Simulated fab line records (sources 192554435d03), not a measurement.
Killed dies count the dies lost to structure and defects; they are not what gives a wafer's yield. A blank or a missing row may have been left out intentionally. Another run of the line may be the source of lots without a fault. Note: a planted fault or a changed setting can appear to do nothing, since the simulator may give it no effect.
Which of the tools did it? :: flow n5-finfet :: 11 lots with 33 wafers sampled at 3 steps, on a route of 1938 steps

== WHAT EACH GAUGE READ, for each wafer ==
N5_BEOL_M14_CD_MEAS_10: the cd target is 250 nm.
lot: L975
measured: day 12 04:23
on: cd-sem-02
cd-nm (nm): 249.0 248.5 250.1

lot: L976
measured: day 12 20:41
on: cd-sem-01
cd-nm (nm): 239.8 242.4 240.6

lot: L980
measured: day 12 21:34
on: cd-sem-01
cd-nm (nm): 239.8 242.9 240.2

lot: L977
measured: day 12 22:40
on: cd-sem-03
cd-nm (nm): 252.3 248.3 248.9

lot: L986
measured: day 14 12:04
on: cd-sem-03
cd-nm (nm): 251.5 252.5 251.0

lot: L988
measured: day 14 19:55
on: cd-sem-02
cd-nm (nm): 250.8 250.4 251.9

lot: L985
measured: day 14 20:11
on: cd-sem-01
cd-nm (nm): 250.3 251.5 251.4

lot: L990
measured: day 14 22:16
on: cd-sem-03
cd-nm (nm): 250.7 250.5 249.5

lot: L992
measured: day 15 10:48
on: cd-sem-02
cd-nm (nm): 250.8 252.2 250.6

lot: L993
measured: day 16 06:24
on: cd-sem-03
cd-nm (nm): 252.4 250.9 249.5

lot: L996
measured: day 17 08:16
on: cd-sem-02
cd-nm (nm): 252.8 252.4 251.1

== WHICH TOOL RAN EACH LOT (tool, then ch and the chambers of the sampled wafers, then the start) ==
lot: L975
N5_BEOL_M13_ANNEAL_48: rtp-anneal-01 ch 0, day 12 03:09
N5_BEOL_M14_PEB_08: litho-track-04 ch 0, day 12 04:16

lot: L976
N5_BEOL_M13_ANNEAL_48: rtp-anneal-01 ch 0, day 12 19:19
N5_BEOL_M14_PEB_08: litho-track-01 ch 0, day 12 20:35

lot: L980
N5_BEOL_M13_ANNEAL_48: rtp-anneal-02 ch 0, day 12 20:17
N5_BEOL_M14_PEB_08: litho-track-01 ch 0, day 12 21:27

lot: L977
N5_BEOL_M13_ANNEAL_48: rtp-anneal-02 ch 0, day 12 21:23
N5_BEOL_M14_PEB_08: litho-track-04 ch 0, day 12 22:34

lot: L986
N5_BEOL_M13_ANNEAL_48: rtp-anneal-02 ch 0, day 14 10:47
N5_BEOL_M14_PEB_08: litho-track-04 ch 0, day 14 11:57

lot: L988
N5_BEOL_M13_ANNEAL_48: rtp-anneal-01 ch 0, day 14 18:23
N5_BEOL_M14_PEB_08: litho-track-03 ch 0, day 14 19:48

lot: L985
N5_BEOL_M13_ANNEAL_48: rtp-anneal-01 ch 0, day 14 18:49
N5_BEOL_M14_PEB_08: litho-track-04 ch 0, day 14 20:04

lot: L990
N5_BEOL_M13_ANNEAL_48: rtp-anneal-02 ch 0, day 14 21:02
N5_BEOL_M14_PEB_08: litho-track-03 ch 0, day 14 22:09

lot: L992
N5_BEOL_M13_ANNEAL_48: rtp-anneal-01 ch 0, day 15 09:37
N5_BEOL_M14_PEB_08: litho-track-03 ch 0, day 15 10:41

lot: L993
N5_BEOL_M13_ANNEAL_48: rtp-anneal-01 ch 0, day 16 05:07
N5_BEOL_M14_PEB_08: litho-track-03 ch 0, day 16 06:17

lot: L996
N5_BEOL_M13_ANNEAL_48: rtp-anneal-02 ch 0, day 17 07:02
N5_BEOL_M14_PEB_08: litho-track-01 ch 0, day 17 08:08
- N5_BEOL_M13_ANNEAL_48: time 90 s.
- N5_BEOL_M14_PEB_08: peb time 90 s.

== THE ANSWER, worked out from the rows above alone ==
Rule: usual is defined by the lots themselves. Put in order of their means at a reading, lots are off if they are a third of the lots or fewer, leave a main group of 4 or more, and stand apart from it by a gap of 3 or more times the standard deviation of the main group's means; of several such gaps the widest counts. A main group is skipped when, at the precision printed for the reading in the tables above, its means are all equal. A lot without any number at a reading at which 4 lots or more have one is off too. Where the step has rows for the other lots, those lots are counted as sound.
Off: L976, L980 (N5_BEOL_M14_CD_MEAS_10, cd-nm). For the main group the mean is 250.8 nm and the standard deviation 0.85.
If a tool, at a process step before that reading, ran all the lots that are off and no sound lot after the first of them, it fits. The gauges at N5_BEOL_M14_CD_MEAS_10 are tried like those tools. None of those tried fits.

== WHAT THE SIMULATOR HAD PUT IN ==
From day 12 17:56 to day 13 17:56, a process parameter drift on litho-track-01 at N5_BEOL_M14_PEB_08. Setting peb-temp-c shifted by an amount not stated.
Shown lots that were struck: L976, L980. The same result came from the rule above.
